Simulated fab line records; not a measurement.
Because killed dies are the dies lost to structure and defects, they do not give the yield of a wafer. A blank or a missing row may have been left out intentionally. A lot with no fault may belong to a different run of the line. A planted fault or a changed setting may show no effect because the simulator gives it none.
The tool behind it: which one? :: flow n5Finfet :: Sampling: 24 lots, 72 wafers, 6 of 1938 route steps

## WHAT THE GAUGES SHOWED, per wafer
No reading from a measuring or inspecting step in the record can be judged against a usual standard deviation.

## EACH LOT AND THE TOOL THAT RAN IT (in order: tool; ch and the chambers of the sampled wafers; start)
lot: L076
N5_BEOL_M4_ANNEAL_51: rtpAnneal-01 ch 0, day 9 09:31
N5_BEOL_M4_CMP_52: cmp-03 ch 0,2,3, day 9 09:49
N5_BEOL_M5_PRE_CLEAN_45: pvdSputter-03, day 9 15:15
N5_BEOL_M5_ANNEAL_49: pvdSputter-03, day 9 15:58
N5_BEOL_M5_SPUTTER_90: pvdSputter-03, day 9 20:14
N5_BEOL_M5_ANNEAL_51: rtpAnneal-01 ch 0, day 9 20:29

lot: L074
N5_BEOL_M4_ANNEAL_51: rtpAnneal-01 ch 0, day 9 11:43
N5_BEOL_M4_CMP_52: cmp-03 ch 0,2, day 9 12:19
N5_BEOL_M5_PRE_CLEAN_45: pvdSputter-03, day 9 21:50
N5_BEOL_M5_ANNEAL_49: pvdSputter-03, day 9 22:38
N5_BEOL_M5_SPUTTER_90: pvdSputter-03, day 10 02:54
N5_BEOL_M5_ANNEAL_51: rtpAnneal-02 ch 0, day 10 03:07

lot: L075
N5_BEOL_M4_ANNEAL_51: rtpAnneal-01 ch 0, day 9 14:31
N5_BEOL_M4_CMP_52: cmp-02 ch 1,2, day 9 15:05
N5_BEOL_M5_PRE_CLEAN_45: pvdSputter-02, day 10 00:17
N5_BEOL_M5_ANNEAL_49: pvdSputter-01, day 10 00:57
N5_BEOL_M5_SPUTTER_90: pvdSputter-01, day 10 05:13
N5_BEOL_M5_ANNEAL_51: rtpAnneal-02 ch 0, day 10 05:25

lot: L077
N5_BEOL_M4_ANNEAL_51: rtpAnneal-02 ch 0, day 9 14:51
N5_BEOL_M4_CMP_52: cmp-03 ch 0,1,3, day 9 15:08
N5_BEOL_M5_PRE_CLEAN_45: pvdSputter-02, day 10 00:34
N5_BEOL_M5_ANNEAL_49: pvdSputter-03, day 10 03:04
N5_BEOL_M5_SPUTTER_90: pvdSputter-03, day 10 07:20
N5_BEOL_M5_ANNEAL_51: rtpAnneal-01 ch 0, day 10 07:35

lot: L078
N5_BEOL_M4_ANNEAL_51: rtpAnneal-01 ch 0, day 10 15:18
N5_BEOL_M4_CMP_52: cmp-03 ch 0,2, day 10 15:38
N5_BEOL_M5_PRE_CLEAN_45: pvdSputter-03, day 10 23:57
N5_BEOL_M5_ANNEAL_49: pvdSputter-01, day 11 00:44
N5_BEOL_M5_SPUTTER_90: pvdSputter-01, day 11 05:00
N5_BEOL_M5_ANNEAL_51: rtpAnneal-01 ch 0, day 11 05:12

lot: L080
N5_BEOL_M4_ANNEAL_51: rtpAnneal-01 ch 0, day 10 18:10
N5_BEOL_M4_CMP_52: cmp-04 ch 0,2,3, day 10 18:28
N5_BEOL_M5_PRE_CLEAN_45: pvdSputter-03, day 11 00:46
N5_BEOL_M5_ANNEAL_49: pvdSputter-03, day 11 01:25
N5_BEOL_M5_SPUTTER_90: pvdSputter-03, day 11 05:48
N5_BEOL_M5_ANNEAL_51: rtpAnneal-02 ch 0, day 11 06:00

lot: L081
N5_BEOL_M4_ANNEAL_51: rtpAnneal-01 ch 0, day 10 18:47
N5_BEOL_M4_CMP_52: cmp-02 ch 0,1, day 10 19:05
N5_BEOL_M5_PRE_CLEAN_45: pvdSputter-02, day 11 02:55
N5_BEOL_M5_ANNEAL_49: pvdSputter-02, day 11 03:42
N5_BEOL_M5_SPUTTER_90: pvdSputter-02, day 11 07:58
N5_BEOL_M5_ANNEAL_51: rtpAnneal-02 ch 0, day 11 08:12

lot: L079
N5_BEOL_M4_ANNEAL_51: rtpAnneal-01 ch 0, day 10 19:52
N5_BEOL_M4_CMP_52: cmp-03 ch 1,3, day 10 20:09
N5_BEOL_M5_PRE_CLEAN_45: pvdSputter-02, day 11 03:11
N5_BEOL_M5_ANNEAL_49: pvdSputter-01, day 11 05:10
N5_BEOL_M5_SPUTTER_90: pvdSputter-01, day 11 09:25
N5_BEOL_M5_ANNEAL_51: rtpAnneal-02 ch 0, day 11 10:03

lot: L082
N5_BEOL_M4_ANNEAL_51: rtpAnneal-02 ch 0, day 10 23:47
N5_BEOL_M4_CMP_52: cmp-04 ch 0,1,3, day 11 00:05
N5_BEOL_M5_PRE_CLEAN_45: pvdSputter-01, day 11 09:32
N5_BEOL_M5_ANNEAL_49: pvdSputter-01, day 11 11:19
N5_BEOL_M5_SPUTTER_90: pvdSputter-01, day 11 15:35
N5_BEOL_M5_ANNEAL_51: rtpAnneal-01 ch 0, day 11 15:47

lot: L083
N5_BEOL_M4_ANNEAL_51: rtpAnneal-01 ch 0, day 11 20:10
N5_BEOL_M4_CMP_52: cmp-02 ch 0,1,2, day 11 20:29
N5_BEOL_M5_PRE_CLEAN_45: pvdSputter-02, day 12 03:29
N5_BEOL_M5_ANNEAL_49: pvdSputter-03, day 12 04:16
N5_BEOL_M5_SPUTTER_90: pvdSputter-03, day 12 08:32
N5_BEOL_M5_ANNEAL_51: rtpAnneal-01 ch 0, day 12 08:55

lot: L084
N5_BEOL_M4_ANNEAL_51: rtpAnneal-01 ch 0, day 11 23:35
N5_BEOL_M4_CMP_52: cmp-03 ch 1,2,3, day 11 23:53
N5_BEOL_M5_PRE_CLEAN_45: pvdSputter-02, day 12 06:55
N5_BEOL_M5_ANNEAL_49: pvdSputter-02, day 12 07:38
N5_BEOL_M5_SPUTTER_90: pvdSputter-02, day 12 11:55
N5_BEOL_M5_ANNEAL_51: rtpAnneal-02 ch 0, day 12 12:12

lot: L087
N5_BEOL_M4_ANNEAL_51: rtpAnneal-02 ch 0, day 12 05:58
N5_BEOL_M4_CMP_52: cmp-03 ch 0,1, day 12 06:16
N5_BEOL_M5_PRE_CLEAN_45: pvdSputter-03, day 12 12:47
N5_BEOL_M5_ANNEAL_49: pvdSputter-01, day 12 14:23
N5_BEOL_M5_SPUTTER_90: pvdSputter-01, day 12 18:38
N5_BEOL_M5_ANNEAL_51: rtpAnneal-01 ch 0, day 12 18:51

lot: L086
N5_BEOL_M4_ANNEAL_51: rtpAnneal-02 ch 0, day 12 06:14
N5_BEOL_M4_CMP_52: cmp-03 ch 0,3, day 12 06:34
N5_BEOL_M5_PRE_CLEAN_45: pvdSputter-02, day 12 14:13
N5_BEOL_M5_ANNEAL_49: pvdSputter-03, day 12 15:12
N5_BEOL_M5_SPUTTER_90: pvdSputter-03, day 12 19:28
N5_BEOL_M5_ANNEAL_51: rtpAnneal-01 ch 0, day 12 19:40

lot: L085
N5_BEOL_M4_ANNEAL_51: rtpAnneal-01 ch 0, day 12 07:58
N5_BEOL_M4_CMP_52: cmp-03 ch 0,3, day 12 08:13
N5_BEOL_M5_PRE_CLEAN_45: pvdSputter-02, day 12 16:59
N5_BEOL_M5_ANNEAL_49: pvdSputter-02, day 12 17:56
N5_BEOL_M5_SPUTTER_90: pvdSputter-02, day 12 22:12
N5_BEOL_M5_ANNEAL_51: rtpAnneal-02 ch 0, day 12 22:29

lot: L089
N5_BEOL_M4_ANNEAL_51: rtpAnneal-02 ch 0, day 13 10:35
N5_BEOL_M4_CMP_52: cmp-03 ch 1,2,3, day 13 10:54
N5_BEOL_M5_PRE_CLEAN_45: pvdSputter-02, day 13 18:44
N5_BEOL_M5_ANNEAL_49: pvdSputter-02, day 13 20:50
N5_BEOL_M5_SPUTTER_90: pvdSputter-02, day 14 01:06
N5_BEOL_M5_ANNEAL_51: rtpAnneal-01 ch 0, day 14 01:21

lot: L088
N5_BEOL_M4_ANNEAL_51: rtpAnneal-01 ch 0, day 13 13:17
N5_BEOL_M4_CMP_52: cmp-03 ch 2,3, day 13 13:32
N5_BEOL_M5_PRE_CLEAN_45: pvdSputter-01, day 14 00:17
N5_BEOL_M5_ANNEAL_49: pvdSputter-01, day 14 01:01
N5_BEOL_M5_SPUTTER_90: pvdSputter-01, day 14 05:17
N5_BEOL_M5_ANNEAL_51: rtpAnneal-02 ch 0, day 14 05:34

lot: L091
N5_BEOL_M4_ANNEAL_51: rtpAnneal-01 ch 0, day 13 13:45
N5_BEOL_M4_CMP_52: cmp-02 ch 1,2,3, day 13 14:07
N5_BEOL_M5_PRE_CLEAN_45: pvdSputter-02, day 14 01:18
N5_BEOL_M5_ANNEAL_49: pvdSputter-02, day 14 02:13
N5_BEOL_M5_SPUTTER_90: pvdSputter-02, day 14 06:29
N5_BEOL_M5_ANNEAL_51: rtpAnneal-02 ch 0, day 14 06:41

lot: L090
N5_BEOL_M4_ANNEAL_51: rtpAnneal-02 ch 0, day 13 15:02
N5_BEOL_M4_CMP_52: cmp-02 ch 0,1,3, day 13 15:24
N5_BEOL_M5_PRE_CLEAN_45: pvdSputter-02, day 14 01:47
N5_BEOL_M5_ANNEAL_49: pvdSputter-03, day 14 03:32
N5_BEOL_M5_SPUTTER_90: pvdSputter-03, day 14 07:49
N5_BEOL_M5_ANNEAL_51: rtpAnneal-02 ch 0, day 14 08:01

lot: L092
N5_BEOL_M4_ANNEAL_51: rtpAnneal-01 ch 0, day 13 15:44
N5_BEOL_M4_CMP_52: cmp-04 ch 0,2, day 13 15:59
N5_BEOL_M5_PRE_CLEAN_45: pvdSputter-01, day 14 05:54
N5_BEOL_M5_ANNEAL_49: pvdSputter-02, day 14 06:44
N5_BEOL_M5_SPUTTER_90: pvdSputter-02, day 14 11:00
N5_BEOL_M5_ANNEAL_51: rtpAnneal-02 ch 0, day 14 11:44

lot: L094
N5_BEOL_M4_ANNEAL_51: rtpAnneal-02 ch 0, day 14 03:05
N5_BEOL_M4_CMP_52: cmp-03 ch 2,3, day 14 03:20
N5_BEOL_M5_PRE_CLEAN_45: pvdSputter-03, day 14 10:32
N5_BEOL_M5_ANNEAL_49: pvdSputter-03, day 14 11:15
N5_BEOL_M5_SPUTTER_90: pvdSputter-03, day 14 15:31
N5_BEOL_M5_ANNEAL_51: rtpAnneal-02 ch 0, day 14 16:00

lot: L093
N5_BEOL_M4_ANNEAL_51: rtpAnneal-02 ch 0, day 14 09:08
N5_BEOL_M4_CMP_52: cmp-02 ch 1,2,3, day 14 09:26
N5_BEOL_M5_PRE_CLEAN_45: pvdSputter-02, day 14 14:59
N5_BEOL_M5_ANNEAL_49: pvdSputter-02, day 14 15:49
N5_BEOL_M5_SPUTTER_90: pvdSputter-02, day 14 20:05
N5_BEOL_M5_ANNEAL_51: rtpAnneal-01 ch 0, day 14 20:39

lot: L095
N5_BEOL_M4_ANNEAL_51: rtpAnneal-02 ch 0, day 14 20:43
N5_BEOL_M4_CMP_52: cmp-03 ch 1,2,3, day 14 21:05
N5_BEOL_M5_PRE_CLEAN_45: pvdSputter-02, day 15 04:58
N5_BEOL_M5_ANNEAL_49: pvdSputter-01, day 15 05:43
N5_BEOL_M5_SPUTTER_90: pvdSputter-01, day 15 09:58
N5_BEOL_M5_ANNEAL_51: rtpAnneal-02 ch 0, day 15 10:13

lot: L096
N5_BEOL_M4_ANNEAL_51: rtpAnneal-02 ch 0, day 15 01:10
N5_BEOL_M4_CMP_52: cmp-02 ch 1,2, day 15 01:22
N5_BEOL_M5_PRE_CLEAN_45: pvdSputter-03, day 15 07:03
N5_BEOL_M5_ANNEAL_49: pvdSputter-03, day 15 08:02
N5_BEOL_M5_SPUTTER_90: pvdSputter-03, day 15 12:17
N5_BEOL_M5_ANNEAL_51: rtpAnneal-02 ch 0, day 15 12:35

lot: L097
N5_BEOL_M4_ANNEAL_51: rtpAnneal-01 ch 0, day 15 04:07
N5_BEOL_M4_CMP_52: cmp-04 ch 0,2,3, day 15 04:25
N5_BEOL_M5_PRE_CLEAN_45: pvdSputter-02, day 15 10:26
N5_BEOL_M5_ANNEAL_49: pvdSputter-01, day 15 11:32
N5_BEOL_M5_SPUTTER_90: pvdSputter-01, day 15 15:49
N5_BEOL_M5_ANNEAL_51: rtpAnneal-01 ch 0, day 15 16:01
- N5_BEOL_M4_ANNEAL_51: time 90 s.
- N5_BEOL_M4_CMP_52: polishes, stops on SiOC, t overpolish 6.8 s, target thk 40 nm.
- N5_BEOL_M5_PRE_CLEAN_45: time 30 s.
- N5_BEOL_M5_ANNEAL_49: time 1800 s.
- N5_BEOL_M5_SPUTTER_90: material Cu, target thk 4.5 nm, time 8.29 s.
- N5_BEOL_M5_ANNEAL_51: time 90 s.

## AS READ BY THE TOOLS THEMSELVES (means over the sampled wafers that have a number; for cases with no such wafer, the mark the record gives instead)
N5_BEOL_M4_ANNEAL_51. Usual: wafer_temp_C_max reads 226.05 (standard deviation 0.3).
lot: L076
tool: rtpAnneal-01
wafer_temp_C_max: 225.71
flag: 

lot: L074
tool: rtpAnneal-01
wafer_temp_C_max: 225.75
flag: 

lot: L075
tool: rtpAnneal-01
wafer_temp_C_max: 225.74
flag: 

lot: L077
tool: rtpAnneal-02
wafer_temp_C_max: 225.88
flag: 

lot: L078
tool: rtpAnneal-01
wafer_temp_C_max: 226.34
flag: 

lot: L080
tool: rtpAnneal-01
wafer_temp_C_max: 226.13
flag: 

lot: L081
tool: rtpAnneal-01
wafer_temp_C_max: 225.93
flag: 

lot: L079
tool: rtpAnneal-01
wafer_temp_C_max: 225.94
flag: 

lot: L082
tool: rtpAnneal-02
wafer_temp_C_max: 226.39
flag: 

lot: L083
tool: rtpAnneal-01
wafer_temp_C_max: 225.99
flag: 

lot: L084
tool: rtpAnneal-01
wafer_temp_C_max: 225.77
flag: 

lot: L087
tool: rtpAnneal-02
wafer_temp_C_max: 226.10
flag: 

lot: L086
tool: rtpAnneal-02
wafer_temp_C_max: 225.77
flag: 

lot: L085
tool: rtpAnneal-01
wafer_temp_C_max: 226.15
flag: 

lot: L089
tool: rtpAnneal-02
wafer_temp_C_max: 226.58
flag: 

lot: L088
tool: rtpAnneal-01
wafer_temp_C_max: 225.90
flag: 

lot: L091
tool: rtpAnneal-01
wafer_temp_C_max: 226.07
flag: 

lot: L090
tool: rtpAnneal-02
wafer_temp_C_max: 226.18
flag: 

lot: L092
tool: rtpAnneal-01
wafer_temp_C_max: 225.94
flag: 

lot: L094
tool: rtpAnneal-02
wafer_temp_C_max: 226.14
flag: 

lot: L093
tool: rtpAnneal-02
wafer_temp_C_max: 226.07
flag: 

lot: L095
tool: rtpAnneal-02
wafer_temp_C_max: 226.32
flag: 

lot: L096
tool: rtpAnneal-02
wafer_temp_C_max: 226.19
flag: 

lot: L097
tool: rtpAnneal-01
wafer_temp_C_max: 225.87
flag: 

N5_BEOL_M4_CMP_52. Usual: barrierFieldEndpointS 24.7 s, standard deviation 0.55; clearingPlatenDownForcePsi 1.5001 psi, standard deviation 0.0027; motorCurrentA 5.7 A, standard deviation 0.46; overpolishRunS 6.800 s, standard deviation 0.0081; timeToEndpointS 62.1 s, standard deviation 3.
lot: L076
tool: cmp-03
barrierFieldEndpointS (s): 25.1
clearingPlatenDownForcePsi (psi): 1.5006
motorCurrentA (A): 5.6
overpolishRunS (s): 6.805
timeToEndpointS (s): 63.7
flag: 

lot: L074
tool: cmp-03
barrierFieldEndpointS (s): 24.6
clearingPlatenDownForcePsi (psi): 1.5015
motorCurrentA (A): 5.6
overpolishRunS (s): 6.796
timeToEndpointS (s): 62.8
flag: 

lot: L075
tool: cmp-02
barrierFieldEndpointS (s): 24.7
clearingPlatenDownForcePsi (psi): 1.5020
motorCurrentA (A): 5.6
overpolishRunS (s): 6.798
timeToEndpointS (s): 63.1
flag: 

lot: L077
tool: cmp-03
barrierFieldEndpointS (s): 25.2
clearingPlatenDownForcePsi (psi): 1.5010
motorCurrentA (A): 5.5
overpolishRunS (s): 6.803
timeToEndpointS (s): 64.5
flag: 

lot: L078
tool: cmp-03
barrierFieldEndpointS (s): 25.1
clearingPlatenDownForcePsi (psi): 1.5014
motorCurrentA (A): 5.6
overpolishRunS (s): 6.799
timeToEndpointS (s): 64.1
flag: 

lot: L080
tool: cmp-04
barrierFieldEndpointS (s): 25.0
clearingPlatenDownForcePsi (psi): 1.4995
motorCurrentA (A): 6.6
overpolishRunS (s): 6.803
timeToEndpointS (s): 60.4
flag: 

lot: L081
tool: cmp-02
barrierFieldEndpointS (s): 24.4
clearingPlatenDownForcePsi (psi): 1.5011
motorCurrentA (A): 6.0
overpolishRunS (s): 6.798
timeToEndpointS (s): 63.5
flag: 

lot: L079
tool: cmp-03
barrierFieldEndpointS (s): 24.9
clearingPlatenDownForcePsi (psi): 1.5013
motorCurrentA (A): 5.6
overpolishRunS (s): 6.808
timeToEndpointS (s): 64.6
flag: 

lot: L082
tool: cmp-04
barrierFieldEndpointS (s): 24.6
clearingPlatenDownForcePsi (psi): 1.5013
motorCurrentA (A): 6.3
overpolishRunS (s): 6.805
timeToEndpointS (s): 59.9
flag: 

lot: L083
tool: cmp-02
barrierFieldEndpointS (s): 25.0
clearingPlatenDownForcePsi (psi): 1.5024
motorCurrentA (A): 5.5
overpolishRunS (s): 6.798
timeToEndpointS (s): 62.0
flag: 

lot: L084
tool: cmp-03
barrierFieldEndpointS (s): 24.5
clearingPlatenDownForcePsi (psi): 1.5008
motorCurrentA (A): 5.6
overpolishRunS (s): 6.791
timeToEndpointS (s): 59.3
flag: 

lot: L087
tool: cmp-03
barrierFieldEndpointS (s): 24.5
clearingPlatenDownForcePsi (psi): 1.4966
motorCurrentA (A): 5.6
overpolishRunS (s): 6.805
timeToEndpointS (s): 59.6
flag: 

lot: L086
tool: cmp-03
barrierFieldEndpointS (s): 24.5
clearingPlatenDownForcePsi (psi): 1.4985
motorCurrentA (A): 5.7
overpolishRunS (s): 6.800
timeToEndpointS (s): 58.7
flag: 

lot: L085
tool: cmp-03
barrierFieldEndpointS (s): 24.3
clearingPlatenDownForcePsi (psi): 1.4981
motorCurrentA (A): 5.7
overpolishRunS (s): 6.793
timeToEndpointS (s): 60.9
flag: 

lot: L089
tool: cmp-03
barrierFieldEndpointS (s): 24.3
clearingPlatenDownForcePsi (psi): 1.4997
motorCurrentA (A): 5.6
overpolishRunS (s): 6.802
timeToEndpointS (s): 60.7
flag: 

lot: L088
tool: cmp-03
barrierFieldEndpointS (s): 24.0
clearingPlatenDownForcePsi (psi): 1.5010
motorCurrentA (A): 5.5
overpolishRunS (s): 6.809
timeToEndpointS (s): 62.0
flag: 

lot: L091
tool: cmp-02
barrierFieldEndpointS (s): 25.3
clearingPlatenDownForcePsi (psi): 1.5020
motorCurrentA (A): 5.8
overpolishRunS (s): 6.801
timeToEndpointS (s): 65.8
flag: 

lot: L090
tool: cmp-02
barrierFieldEndpointS (s): 25.3
clearingPlatenDownForcePsi (psi): 1.5003
motorCurrentA (A): 5.6
overpolishRunS (s): 6.797
timeToEndpointS (s): 62.9
flag: 

lot: L092
tool: cmp-04
barrierFieldEndpointS (s): 24.0
clearingPlatenDownForcePsi (psi): 1.5002
motorCurrentA (A): 6.7
overpolishRunS (s): 6.796
timeToEndpointS (s): 58.8
flag: 

lot: L094
tool: cmp-03
barrierFieldEndpointS (s): 25.2
clearingPlatenDownForcePsi (psi): 1.5010
motorCurrentA (A): 5.4
overpolishRunS (s): 6.799
timeToEndpointS (s): 67.8
flag: 

lot: L093
tool: cmp-02
barrierFieldEndpointS (s): 25.3
clearingPlatenDownForcePsi (psi): 1.5008
motorCurrentA (A): 5.8
overpolishRunS (s): 6.806
timeToEndpointS (s): 63.4
flag: 

lot: L095
tool: cmp-03
barrierFieldEndpointS (s): 25.2
clearingPlatenDownForcePsi (psi): 1.5001
motorCurrentA (A): 5.6
overpolishRunS (s): 6.798
timeToEndpointS (s): 63.3
flag: 

lot: L096
tool: cmp-02
barrierFieldEndpointS (s): 25.4
clearingPlatenDownForcePsi (psi): 1.4962
motorCurrentA (A): 6.0
overpolishRunS (s): 6.803
timeToEndpointS (s): 65.8
flag: 

lot: L097
tool: cmp-04
barrierFieldEndpointS (s): 24.7
clearingPlatenDownForcePsi (psi): 1.5020
motorCurrentA (A): 6.3
overpolishRunS (s): 6.801
timeToEndpointS (s): 62.3
flag: 

N5_BEOL_M5_PRE_CLEAN_45. Usual: heaterPowerW reads 337 W (standard deviation 22).
lot: L076
tool: pvdSputter-03
heaterPowerW (W): 355
flag: 

lot: L074
tool: pvdSputter-03
heaterPowerW (W): 353
flag: 

lot: L075
tool: pvdSputter-02
heaterPowerW (W): 349
flag: 

lot: L077
tool: pvdSputter-02
heaterPowerW (W): 352
flag: 

lot: L078
tool: pvdSputter-03
heaterPowerW (W): 334
flag: 

lot: L080
tool: pvdSputter-03
heaterPowerW (W): 337
flag: 

lot: L081
tool: pvdSputter-02
heaterPowerW (W): 325
flag: 

lot: L079
tool: pvdSputter-02
heaterPowerW (W): 341
flag: 

lot: L082
tool: pvdSputter-01
heaterPowerW (W): 338
flag: 

lot: L083
tool: pvdSputter-02
heaterPowerW (W): 324
flag: 

lot: L084
tool: pvdSputter-02
heaterPowerW (W): 322
flag: 

lot: L087
tool: pvdSputter-03
heaterPowerW (W): 334
flag: 

lot: L086
tool: pvdSputter-02
heaterPowerW (W): 333
flag: 

lot: L085
tool: pvdSputter-02
heaterPowerW (W): 331
flag: 

lot: L089
tool: pvdSputter-02
heaterPowerW (W): 322
flag: 

lot: L088
tool: pvdSputter-01
heaterPowerW (W): 329
flag: 

lot: L091
tool: pvdSputter-02
heaterPowerW (W): 346
flag: 

lot: L090
tool: pvdSputter-02
heaterPowerW (W): 349
flag: 

lot: L092
tool: pvdSputter-01
heaterPowerW (W): 326
flag: 

lot: L094
tool: pvdSputter-03
heaterPowerW (W): 349
flag: 

lot: L093
tool: pvdSputter-02
heaterPowerW (W): 332
flag: 

lot: L095
tool: pvdSputter-02
heaterPowerW (W): 324
flag: 

lot: L096
tool: pvdSputter-03
heaterPowerW (W): 349
flag: 

lot: L097
tool: pvdSputter-02
heaterPowerW (W): 347
flag: 

N5_BEOL_M5_ANNEAL_49. Usual: heaterPowerW reads 844 W (standard deviation 54).
lot: L076
tool: pvdSputter-03
heaterPowerW (W): 837
flag: 

lot: L074
tool: pvdSputter-03
heaterPowerW (W): 842
flag: 

lot: L075
tool: pvdSputter-01
heaterPowerW (W): 842
flag: 

lot: L077
tool: pvdSputter-03
heaterPowerW (W): 844
flag: 

lot: L078
tool: pvdSputter-01
heaterPowerW (W): 822
flag: 

lot: L080
tool: pvdSputter-03
heaterPowerW (W): 888
flag: 

lot: L081
tool: pvdSputter-02
heaterPowerW (W): 837
flag: 

lot: L079
tool: pvdSputter-01
heaterPowerW (W): 804
flag: 

lot: L082
tool: pvdSputter-01
heaterPowerW (W): 833
flag: 

lot: L083
tool: pvdSputter-03
heaterPowerW (W): 839
flag: 

lot: L084
tool: pvdSputter-02
heaterPowerW (W): 831
flag: 

lot: L087
tool: pvdSputter-01
heaterPowerW (W): 809
flag: 

lot: L086
tool: pvdSputter-03
heaterPowerW (W): 841
flag: 

lot: L085
tool: pvdSputter-02
heaterPowerW (W): 821
flag: 

lot: L089
tool: pvdSputter-02
heaterPowerW (W): 790
flag: 

lot: L088
tool: pvdSputter-01
heaterPowerW (W): 801
flag: 

lot: L091
tool: pvdSputter-02
heaterPowerW (W): 812
flag: 

lot: L090
tool: pvdSputter-03
heaterPowerW (W): 892
flag: 

lot: L092
tool: pvdSputter-02
heaterPowerW (W): 875
flag: 

lot: L094
tool: pvdSputter-03
heaterPowerW (W): 833
flag: 

lot: L093
tool: pvdSputter-02
heaterPowerW (W): 834
flag: 

lot: L095
tool: pvdSputter-01
heaterPowerW (W): 834
flag: 

lot: L096
tool: pvdSputter-03
heaterPowerW (W): 837
flag: 

lot: L097
tool: pvdSputter-01
heaterPowerW (W): 822
flag: 

N5_BEOL_M5_SPUTTER_90. Usual: chamberPressurePa 0.07 Pa, standard deviation 0.00015; chuckSensorTempC -15.8 C, standard deviation 0.4; throttleValvePct 30.0 %, standard deviation 1.1.
lot: L076
tool: pvdSputter-03
chamberPressurePa (Pa): 0.07
chuckSensorTempC (C): -16.1
throttleValvePct (%): 29.8
flag: 

lot: L074
tool: pvdSputter-03
chamberPressurePa (Pa): 0.07
chuckSensorTempC (C): -16.0
throttleValvePct (%): 29.9
flag: 

lot: L075
tool: pvdSputter-01
chamberPressurePa (Pa): 0.07
chuckSensorTempC (C): -16.4
throttleValvePct (%): 31.6
flag: 

lot: L077
tool: pvdSputter-03
chamberPressurePa (Pa): 0.07
chuckSensorTempC (C): -16.0
throttleValvePct (%): 29.9
flag: 

lot: L078
tool: pvdSputter-01
chamberPressurePa (Pa): 0.07
chuckSensorTempC (C): -16.0
throttleValvePct (%): 31.4
flag: 

lot: L080
tool: pvdSputter-03
chamberPressurePa (Pa): 0.07
chuckSensorTempC (C): -15.9
throttleValvePct (%): 29.6
flag: 

lot: L081
tool: pvdSputter-02
chamberPressurePa (Pa): 0.07
chuckSensorTempC (C): -15.6
throttleValvePct (%): 29.5
flag: 

lot: L079
tool: pvdSputter-01
chamberPressurePa (Pa): 0.07
chuckSensorTempC (C): -15.9
throttleValvePct (%): 30.7
flag: 

lot: L082
tool: pvdSputter-01
chamberPressurePa (Pa): 0.07
chuckSensorTempC (C): -16.0
throttleValvePct (%): 31.3
flag: 

lot: L083
tool: pvdSputter-03
chamberPressurePa (Pa): 0.07
chuckSensorTempC (C): -16.0
throttleValvePct (%): 29.3
flag: 

lot: L084
tool: pvdSputter-02
chamberPressurePa (Pa): 0.07
chuckSensorTempC (C): -15.1
throttleValvePct (%): 28.5
flag: 

lot: L087
tool: pvdSputter-01
chamberPressurePa (Pa): 0.07
chuckSensorTempC (C): -16.0
throttleValvePct (%): 30.9
flag: 

lot: L086
tool: pvdSputter-03
chamberPressurePa (Pa): 0.07
chuckSensorTempC (C): -15.9
throttleValvePct (%): 29.3
flag: 

lot: L085
tool: pvdSputter-02
chamberPressurePa (Pa): 0.07
chuckSensorTempC (C): -15.3
throttleValvePct (%): 28.8
flag: 

lot: L089
tool: pvdSputter-02
chamberPressurePa (Pa): 0.07
chuckSensorTempC (C): -15.4
throttleValvePct (%): 29.0
flag: 

lot: L088
tool: pvdSputter-01
chamberPressurePa (Pa): 0.07
chuckSensorTempC (C): -15.7
throttleValvePct (%): 31.2
flag: 

lot: L091
tool: pvdSputter-02
chamberPressurePa (Pa): 0.07
chuckSensorTempC (C): -15.4
throttleValvePct (%): 29.0
flag: 

lot: L090
tool: pvdSputter-03
chamberPressurePa (Pa): 0.07
chuckSensorTempC (C): -16.0
throttleValvePct (%): 29.3
flag: 

lot: L092
tool: pvdSputter-02
chamberPressurePa (Pa): 0.07
chuckSensorTempC (C): -15.9
throttleValvePct (%): 30.1
flag: 

lot: L094
tool: pvdSputter-03
chamberPressurePa (Pa): 0.07
chuckSensorTempC (C): -15.9
throttleValvePct (%): 30.0
flag: 

lot: L093
tool: pvdSputter-02
chamberPressurePa (Pa): 0.07
chuckSensorTempC (C): -15.1
throttleValvePct (%): 28.5
flag: 

lot: L095
tool: pvdSputter-01
chamberPressurePa (Pa): 0.07
chuckSensorTempC (C): -16.3
throttleValvePct (%): 31.2
flag: 

lot: L096
tool: pvdSputter-03
chamberPressurePa (Pa): 0.07
chuckSensorTempC (C): -15.8
throttleValvePct (%): 30.3
flag: 

lot: L097
tool: pvdSputter-01
chamberPressurePa (Pa): 0.07
chuckSensorTempC (C): -15.9
throttleValvePct (%): 31.2
flag: 

N5_BEOL_M5_ANNEAL_51. Usual: wafer_temp_C_max reads 226.08 (standard deviation 0.28).
lot: L076
tool: rtpAnneal-01
wafer_temp_C_max: 225.93
flag: 

lot: L074
tool: rtpAnneal-02
wafer_temp_C_max: 226.12
flag: 

lot: L075
tool: rtpAnneal-02
wafer_temp_C_max: 226.08
flag: 

lot: L077
tool: rtpAnneal-01
wafer_temp_C_max: 225.52
flag: 

lot: L078
tool: rtpAnneal-01
wafer_temp_C_max: 226.10
flag: 

lot: L080
tool: rtpAnneal-02
wafer_temp_C_max: 226.26
flag: 

lot: L081
tool: rtpAnneal-02
wafer_temp_C_max: 226.34
flag: 

lot: L079
tool: rtpAnneal-02
wafer_temp_C_max: 226.04
flag: 

lot: L082
tool: rtpAnneal-01
wafer_temp_C_max: 225.85
flag: 

lot: L083
tool: rtpAnneal-01
wafer_temp_C_max: 226.00
flag: 

lot: L084
tool: rtpAnneal-02
wafer_temp_C_max: 226.11
flag: 

lot: L087
tool: rtpAnneal-01
wafer_temp_C_max: 226.11
flag: 

lot: L086
tool: rtpAnneal-01
wafer_temp_C_max: 226.01
flag: 

lot: L085
tool: rtpAnneal-02
wafer_temp_C_max: 226.00
flag: 

lot: L089
tool: rtpAnneal-01
wafer_temp_C_max: 225.94
flag: 

lot: L088
tool: rtpAnneal-02
wafer_temp_C_max: 226.15
flag: 

lot: L091
tool: rtpAnneal-02
wafer_temp_C_max: 226.23
flag: 

lot: L090
tool: rtpAnneal-02
wafer_temp_C_max: 225.95
flag: 

lot: L092
tool: rtpAnneal-02
wafer_temp_C_max: 226.14
flag: 

lot: L094
tool: rtpAnneal-02
wafer_temp_C_max: 226.26
flag: 

lot: L093
tool: rtpAnneal-01
wafer_temp_C_max: 225.82
flag: 

lot: L095
tool: rtpAnneal-02
wafer_temp_C_max: 226.35
flag: 

lot: L096
tool: rtpAnneal-02
wafer_temp_C_max: 226.09
flag: 

lot: L097
tool: rtpAnneal-01
wafer_temp_C_max: 225.92
flag: 

## THE ANSWER, worked out from the rows above alone
Rule: take the mean of a lot's wafers that have a number; if it is more than 3 standard deviations from the usual mean, the lot is off. Also off: a lot with no number at a reading for which 4 or more lots have one. Any other lot the step has rows for is counted as sound. First the gauges in route order, then the tools' own readings, where a lot's mean is used as printed above. At the first step where some lot is off, the reading lying furthest off is the one used; lots without a number count as furthest.
Across all readings shown, no lot is off: no conclusion can be drawn from this.

## WHAT THE SIMULATOR PUT IN
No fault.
